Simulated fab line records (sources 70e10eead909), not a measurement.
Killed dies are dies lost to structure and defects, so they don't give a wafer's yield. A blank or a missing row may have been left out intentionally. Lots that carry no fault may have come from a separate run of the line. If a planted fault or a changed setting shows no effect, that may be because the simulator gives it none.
Matching of chambers || flow nand harc || NHARC_A_CHANNEL_FILL_D2_CMP_10 on cmp-03 has 4 sister chambers
The step polishes, target thk 150 nm. 16 wafers are shown with their chamber, then 8 later ones without.

== WAFERS, EACH WITH ITS CHAMBER ==
{"wafer": "L077.2", "chamber": 0, "motor current A (A)": 13.6, "time to endpoint s (s)": 13.7}
{"wafer": "L077.3", "chamber": 3, "motor current A (A)": 12.5, "time to endpoint s (s)": 15.8}
{"wafer": "L077.4", "chamber": 2, "motor current A (A)": 11.2, "time to endpoint s (s)": 18.4}
{"wafer": "L079.1", "chamber": 0, "motor current A (A)": 13.2, "time to endpoint s (s)": 17.4}
{"wafer": "L079.2", "chamber": 1, "motor current A (A)": 11.0, "time to endpoint s (s)": 17.6}
{"wafer": "L079.6", "chamber": 3, "motor current A (A)": 12.7, "time to endpoint s (s)": 20.3}
{"wafer": "L081.1", "chamber": 0, "motor current A (A)": 13.1, "time to endpoint s (s)": 17.1}
{"wafer": "L081.5", "chamber": 1, "motor current A (A)": 10.8, "time to endpoint s (s)": 16.4}
{"wafer": "L081.6", "chamber": 0, "motor current A (A)": 13.5, "time to endpoint s (s)": 16.9}
{"wafer": "L087.1", "chamber": 2, "motor current A (A)": 10.4, "time to endpoint s (s)": 17.3}
{"wafer": "L087.2", "chamber": 0, "motor current A (A)": 13.0, "time to endpoint s (s)": 15.5}
{"wafer": "L087.3", "chamber": 1, "motor current A (A)": 10.7, "time to endpoint s (s)": 13.6}
{"wafer": "L092.2", "chamber": 3, "motor current A (A)": 13.6, "time to endpoint s (s)": 17.8}
{"wafer": "L092.3", "chamber": 2, "motor current A (A)": 11.1, "time to endpoint s (s)": 14.4}
{"wafer": "L092.4", "chamber": 1, "motor current A (A)": 11.0, "time to endpoint s (s)": 14.4}
{"wafer": "L093.2", "chamber": 1, "motor current A (A)": 10.8, "time to endpoint s (s)": 13.9}

SIGNATURES (averages over the wafers above)
{"reading": "motor current A", "chamber 0": 13.280, "chamber 1": 10.860, "chamber 2": 10.900, "chamber 3": 12.933, "scatter within a chamber": 0.342}
{"reading": "time to endpoint s", "chamber 0": 16.120, "chamber 1": 15.180, "chamber 2": 16.700, "chamber 3": 17.967, "scatter within a chamber": 1.83}
Rule: a wafer lies at a distance from a chamber equal to the root of the sum of squares, over the readings, of (its reading less the chamber's mean, divided by the reading's scatter). The wafer belongs to the nearest chamber; if the next one is less than 2 further off, it can't be placed. The scatter is the square root of a quotient: the sum, over the shown wafers, of each reading's squared deviation from its chamber's mean, divided by wafers minus chambers.

== WAFERS WITH NO CHAMBER GIVEN ==
{"wafer": "L093.4", "motor current A (A)": 10.3, "time to endpoint s (s)": 13.5}
{"wafer": "L093.6", "motor current A (A)": 10.4, "time to endpoint s (s)": 17.1}
{"wafer": "L094.1", "motor current A (A)": 12.9, "time to endpoint s (s)": 19.8}
{"wafer": "L094.5", "motor current A (A)": 10.1, "time to endpoint s (s)": 19.4}
{"wafer": "L094.6", "motor current A (A)": 10.6, "time to endpoint s (s)": 18.0}
{"wafer": "L097.2", "motor current A (A)": 10.9, "time to endpoint s (s)": 17.8}
{"wafer": "L097.4", "motor current A (A)": 13.4, "time to endpoint s (s)": 16.7}
{"wafer": "L097.6", "motor current A (A)": 10.6, "time to endpoint s (s)": 17.3}

== WHICH CHAMBER EACH ONE RAN IN ==
{"wafer": "L093.4", "from the rows above": "can't be placed: 1 or 2", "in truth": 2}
{"wafer": "L093.6", "from the rows above": "can't be placed: 2 or 1", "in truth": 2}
{"wafer": "L094.1", "from the rows above": "can't be placed: 3 or 0", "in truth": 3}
{"wafer": "L094.5", "from the rows above": "can't be placed: 2 or 1", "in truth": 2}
{"wafer": "L094.6", "from the rows above": "can't be placed: 2 or 1", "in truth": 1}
{"wafer": "L097.2", "from the rows above": "can't be placed: 2 or 1", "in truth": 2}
{"wafer": "L097.4", "from the rows above": "can't be placed: 0 or 3", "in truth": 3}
{"wafer": "L097.6", "from the rows above": "can't be placed: 2 or 1", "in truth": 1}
Placed correctly: 0 of 8. Can't be placed from these rows: 8 (the true chamber is among the candidates in 8). Number placed wrongly: 0.
